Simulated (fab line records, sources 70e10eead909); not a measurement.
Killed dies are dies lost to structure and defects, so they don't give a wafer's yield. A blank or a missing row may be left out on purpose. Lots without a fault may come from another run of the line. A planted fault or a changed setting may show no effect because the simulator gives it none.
fab line records | flow nand_harc
record lots=14 wafers=39 last_day=24
route steps=1159 shown P_GATE@215 P_CONTACT@232
lots that met no fault: from a run of the same line without faults
start_h: hours from the record's first day to the start of the lot's first wafer shown | wait_h: hours since the lot's step before | " the same as in the row above | L1.1+2: a row that stands for several wafers | - no value, or no start given | * or withheld: withheld | < > ~ a bound
route shown NAME@n: a module of which the file shows steps, and the number in the route of the first | usual: mean/standard deviation of fault-free wafers | same: alike in all rows | chamber/n: place in a boat | sites: the reading at each site | _std_site: their standard deviation | _edge_site: outer sites' mean less inner sites' | radius_mm: how far each site lies from the wafer's centre | mask NAME#n: copy n | behind: the tool/chamber that last shaped the wafer | hold: why the lot was held/for how many hours/how that ended | device: the transistor (n, p or np) that didn't switch | end of line: the same wafers' tests at the end of the route | a step without rows: its recipe alone | killed: dies lost to structure and defects at the first sort, not the wafer's yield | map: a wafer's dies, x killed, . not, _ none there
set.NAME: the setting as run; set.NAME@STEP: as run at that earlier step | model.NAME: the simulator's own value behind a step, which no gauge read
steps of the route over a sample of lots; a table a step, a row a wafer
services: from which hour (start_h, from the record's first day; less than 0 if before it) a tool's chamber was out of use, for how many hours, and why
## steps
# step NHARC_P_GATE_RTA_82
# recipe temp_c=450 time_s=30
# usual lamp_power_pct=3.5/0.36 lamp_zone_6_pct=3.5/0.36 wafer_temp_C_max=451.9/0.43
# columns lot.wafer tool chamber start_h wait_h lamp_power_pct lamp_zone_6_pct wafer_temp_C_max
L154.2 rtp_anneal-01 0 116.55 - 3.3 3.3 452.8
L154.3 " 0 " " 3.3 3.3 451.8
L154.4 " 0 " " 3.3 3.3 452.4
L153.1 rtp_anneal-01 0 116.69 - 3.3 3.3 452.2
L153.2 " 0 " " 3.3 3.3 451.7
L153.3 " 0 " " 3.3 3.3 451.1
L156.4 rtp_anneal-01 0 138.02 - 3.3 3.3 451.9
L156.5 " 0 " " 3.3 3.3 451.9
L156.6 " 0 " " 3.3 3.3 452.7
L158.1 rtp_anneal-02 0 148.54 - 4.1 4.1 451.6
L158.5 " 0 " " 4.1 4.1 451.5
L161.5 rtp_anneal-02 0 161.32 - 4.1 4.1 451.9
L161.6 " 0 " " 4.1 4.1 451.3
L163.2 rtp_anneal-01 0 184.16 - 3.3 3.3 452.4
L163.6 " 0 " " 3.3 3.3 452.4
L164.1 rtp_anneal-01 0 185.54 - 3.3 3.3 451.5
L164.4 " 0 " " 3.3 3.3 452.4
L164.6 " 0 " " 3.3 3.3 452.0
L168.1 rtp_anneal-02 0 204.63 - 4.1 4.1 452.0
L168.2 " 0 " " 4.1 4.1 451.9
L168.6 " 0 " " 4.1 4.1 452.4
L169.1 rtp_anneal-02 0 205.56 - 4.1 4.1 451.3
L169.5 " 0 " " 4.1 4.1 451.3
L169.6 " 0 " " 4.1 4.1 451.9
L170.2 rtp_anneal-01 0 215.58 - 3.3 3.3 451.7
L170.3 " 0 " " 3.3 3.3 452.2
L170.4 " 0 " " 3.3 3.3 451.9
L172.1 rtp_anneal-01 0 229.16 - 3.3 3.3 452.0
L172.2 " 0 " " 3.3 3.3 451.7
L172.6 " 0 " " 3.3 3.3 452.2
L173.1 rtp_anneal-02 0 236.02 - 4.1 4.1 452.1
L173.2 " 0 " " 4.1 4.1 451.7
L173.3 " 0 " " 4.1 4.1 451.8
L175.3 rtp_anneal-02 0 236.36 - 4.1 4.1 451.1
L175.4 " 0 " " 4.1 4.1 451.7
L175.6 " 0 " " 4.1 4.1 451.8
L174.2 rtp_anneal-01 0 237.12 - 3.3 3.3 451.7
L174.5 " 0 " " 3.3 3.3 452.0
L174.6 " 0 " " 3.3 3.3 452.0
# step NHARC_P_CONTACT_CD_MEAS_12
# recipe target_cd_nm=90 landing_energy_ev=500
# usual cd_nm=90.0/0.52
# columns lot.wafer tool chamber start_h wait_h cd_nm
L154.2 cd_sem-01 0 118.33 - 88.8
L154.3 " 0 " " 89.5
L154.4 " 0 " " 89.8
L153.1 cd_sem-03 0 118.51 - 90.4
L153.2 " 0 " " 90.5
L153.3 " 0 " " 90.8
L156.4 cd_sem-02 0 139.90 - 90.7
L156.5 " 0 " " 91.1
L156.6 " 0 " " 89.7
L158.1 cd_sem-01 0 150.22 - 90.2
L158.5 " 0 " " 90.2
L161.5 cd_sem-01 0 162.90 - 89.6
L161.6 " 0 " " 89.5
L163.2 cd_sem-02 0 185.95 - 89.5
L163.6 " 0 " " 90.2
L164.1 cd_sem-01 0 187.36 - 90.6
L164.4 " 0 " " 89.5
L164.6 " 0 " " 89.7
L168.1 cd_sem-02 0 206.46 - 89.6
L168.2 " 0 " " 90.2
L168.6 " 0 " " 89.4
L169.1 cd_sem-02 0 207.40 - 89.9
L169.5 " 0 " " 89.9
L169.6 " 0 " " 89.9
L170.2 cd_sem-02 0 217.23 - 90.6
L170.3 " 0 " " 90.0
L170.4 " 0 " " 90.2
L172.1 cd_sem-03 0 231.12 - 90.3
L172.2 " 0 " " 91.0
L172.6 " 0 " " 90.4
L173.1 cd_sem-03 0 237.70 - 90.8
L173.2 " 0 " " 90.4
L173.3 " 0 " " 90.1
L175.3 cd_sem-03 0 238.12 - 90.5
L175.4 " 0 " " 91.3
L175.6 " 0 " " 89.9
L174.2 cd_sem-01 0 239.15 - 91.0
L174.5 " 0 " " 90.6
L174.6 " 0 " " 90.1
# step NHARC_P_CONTACT_OVL_MEAS_13
# usual overlay_x_nm=-0.1/0.93 overlay_y_nm=0.1/0.86
# columns lot.wafer tool chamber start_h wait_h overlay_x_nm overlay_y_nm
L154.2 overlay-01 - 118.41 - -1.5 0.7
L154.3 " - " " -1.8 0.5
L154.4 " - " " -1.8 0.0
L153.1 overlay-02 - 118.60 - -0.6 -1.5
L153.2 " - " " -0.3 -0.7
L153.3 " - " " -0.2 -1.7
L156.4 overlay-01 - 139.98 - 0.8 0.6
L156.5 " - " " 0.9 0.2
L156.6 " - " " 0.3 1.0
L158.1 overlay-02 - 150.31 - -0.3 0.2
L158.5 " - " " 0.5 0.0
L161.5 overlay-02 - 162.98 - 1.0 -0.6
L161.6 " - " " 0.6 -0.2
L163.2 overlay-01 - 186.03 - -0.2 0.2
L163.6 " - " " -0.3 0.2
L164.1 overlay-01 - 187.44 - 0.7 1.9
L164.4 " - " " 1.0 1.9
L164.6 " - " " 1.3 1.8
L168.1 overlay-01 - 206.55 - 0.9 0.5
L168.2 " - " " 0.9 -0.2
L168.6 " - " " 0.7 -0.1
L169.1 overlay-01 - 207.50 - -1.4 0.0
L169.5 " - " " -1.5 0.8
L169.6 " - " " -0.9 0.7
L170.2 overlay-01 - 217.32 - -0.8 0.0
L170.3 " - " " -0.7 -0.3
L170.4 " - " " -0.9 -0.4
L172.1 overlay-01 - 231.21 - -0.7 0.3
L172.2 " - " " -0.8 0.3
L172.6 " - " " -0.6 -0.1
L173.1 overlay-02 - 237.79 - -1.3 0.2
L173.2 " - " " -1.8 -0.3
L173.3 " - " " -2.1 0.0
L175.3 overlay-01 - 238.20 - 2.1 -0.1
L175.4 " - " " 2.1 -0.1
L175.6 " - " " 2.3 -0.2
L174.2 overlay-01 - 239.24 - -1.0 0.1
L174.5 " - " " -0.7 0.7
L174.6 " - " " -1.1 0.7
# step NHARC_P_CONTACT_ETCH_18
# recipe target_depth_a=4810 time_s=240.5 c4f8_flow_sccm=20 o2_flow_sccm=10 ar_flow_sccm=withheld rf_w=600 bias_w=1500 chemistry=C4F8/O2/Ar
# usual chamber_pressure_mTorr=24.999/0.023 oes_product_au=0.966/0.017 rf_vpp_V=980/6.1 run_length_s=261.8/0.42
# columns lot.wafer tool chamber start_h wait_h chamber_pressure_mTorr oes_product_au rf_hours_counter_h rf_vpp_V run_length_s
L154.3 rie_diel-09 2 119.01 - 25.015 0.974 3 987 261.1
L154.2 " 0 " " 24.998 0.993 3 983 261.6
L154.4 " 1 " " 24.991 1.008 3 977 262.4
L153.3 rie_diel-06 0 119.18 - 25.005 0.983 4 987 261.9
L153.2 " 2 " " 25.013 0.959 6 985 261.6
L153.1 " 3 " " 24.942 0.967 6 971 262.5
L156.4 rie_diel-09 1 140.58 - 25.021 0.970 7 978 261.6
L156.5 " 0 " " 24.977 0.983 - 982 262.0
L156.6 " 1 " " 24.994 0.980 - 976 262.0
L158.1 rie_diel-09 3 151.00 - 24.987 0.963 7 972 200.7
L158.5 " 0 " " 25.013 0.975 - 983 261.6
L161.6 rie_diel-09 2 163.64 - 24.980 0.948 - 984 200.3
L161.5 " 3 " " 25.011 0.948 - 971 261.5
L163.2 rie_diel-09 3 186.63 - 25.009 0.925 10 971 261.9
L163.6 " 2 " " 25.007 0.927 - 987 200.3
L164.4 rie_diel-06 2 188.06 - 25.012 0.968 12 985 262.0
L164.1 " 3 " " 25.009 0.960 12 970 262.5
L164.6 " 0 " " 24.980 0.993 - 985 262.1
L168.1 rie_diel-06 3 207.25 - 24.999 0.956 14 970 262.4
L168.2 " 0 " " 24.998 0.973 12 986 261.6
L168.6 " 2 " " 25.038 0.924 - 983 261.8
L169.1 rie_diel-06 1 208.27 - 24.985 0.954 14 977 261.9
L169.5 " 1 " " 25.040 0.959 - 978 262.3
L169.6 " 2 " " 24.996 0.949 - 984 261.6
L170.2 rie_diel-06 3 217.90 - 25.019 0.951 16 969 262.5
L170.3 " 0 " " 25.048 0.982 14 986 261.4
L170.4 " 1 " " 25.090 0.975 14 980 261.7
L172.2 rie_diel-06 0 231.79 - 25.006 0.987 15 987 261.6
L172.1 " 2 " " 24.984 0.959 16 984 261.3
L172.6 " 1 " " 25.003 0.961 - 979 261.8
L173.2 rie_diel-06 3 238.37 - 24.978 0.972 17 969 262.7
L173.1 " 1 " " 25.010 0.955 16 980 261.8
L173.3 " 2 " " 24.990 0.980 17 983 261.6
L175.4 rie_diel-09 3 238.80 - 25.016 0.962 16 971 261.6
L175.3 " 0 " " 24.982 0.962 18 982 261.9
L175.6 " 2 " " 25.011 0.965 - 985 261.2
L174.2 rie_diel-09 3 239.81 - 24.969 0.948 17 971 262.2
L174.6 " 3 " " 24.985 0.951 - 972 262.3
L174.5 " 0 " " 25.015 0.952 - 983 262.2
## services
# columns tool chamber start_h hours kind
rie_diel-09 3 93.82 2.2 repair
rie_diel-06 0 97.73 - clean
rie_diel-06 1 97.73 - clean
rie_diel-06 2 97.73 - clean
rie_diel-06 3 97.73 - clean
rie_diel-06 0 122.23 - clean
rie_diel-06 1 122.23 - clean
rie_diel-06 2 122.23 - clean
rie_diel-06 3 122.23 - clean
rie_diel-09 1 140.88 12.4 repair
rie_diel-06 0 146.73 - clean
rie_diel-06 1 146.73 - clean
rie_diel-06 2 146.73 - clean
rie_diel-06 3 146.73 - clean
rie_diel-06 1 160.29 4.1 repair
rie_diel-06 0 171.23 - clean
rie_diel-06 1 171.23 - clean
rie_diel-06 2 171.23 - clean
rie_diel-06 3 171.23 - clean
rie_diel-06 0 195.86 - clean
rie_diel-06 1 195.86 - clean
rie_diel-06 2 195.86 - clean
rie_diel-09 3 196.36 2.8 repair
rie_diel-06 2 198.31 8.6 repair
## key
first_sign step=NHARC_P_CONTACT_ETCH_18 reading=run_length_s direction=down sigmas=99+ usual=* struck=*
effect none on later readings
met_at NHARC_P_CONTACT_ETCH_18
struck_lots L158,L161,L163
struck_wafers L158.1,L161.6,L163.6
later_rows_left_out L158.1,L161.6,L163.6
sort_left_out L158.1,L161.6,L163.6
tester_left_out L158,L161,L163
not_acting_at NHARC_P_GATE_RTA_82,NHARC_P_CONTACT_CD_MEAS_12,NHARC_P_CONTACT_OVL_MEAS_13
onset_between 140.58 151.00
fault kind=process_parameter_drift tool=rie_diel-09 chamber=- onset_h=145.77 steps=NHARC_P_CONTACT_ETCH_18 channel=time_s offset=* shape=step end_h=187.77 scope=struck_wafers_only acts_in=* stated=*
# tester_left_out: of these lots the tester's yield and bins aren't shown, on N5 and GAA mostly nor the transistor test; their killed dies are dies lost to structure and defects alone, not to doping, threshold or leakage, so they don't give the yield
# sort_left_out: the simulated sort isn't trusted on such a fault, so these wafers' sort isn't shown, and their yield isn't known
# later_rows_left_out: the simulator's readings of these wafers behind a module that went badly wrong aren't trusted and aren't shown, but for the sort
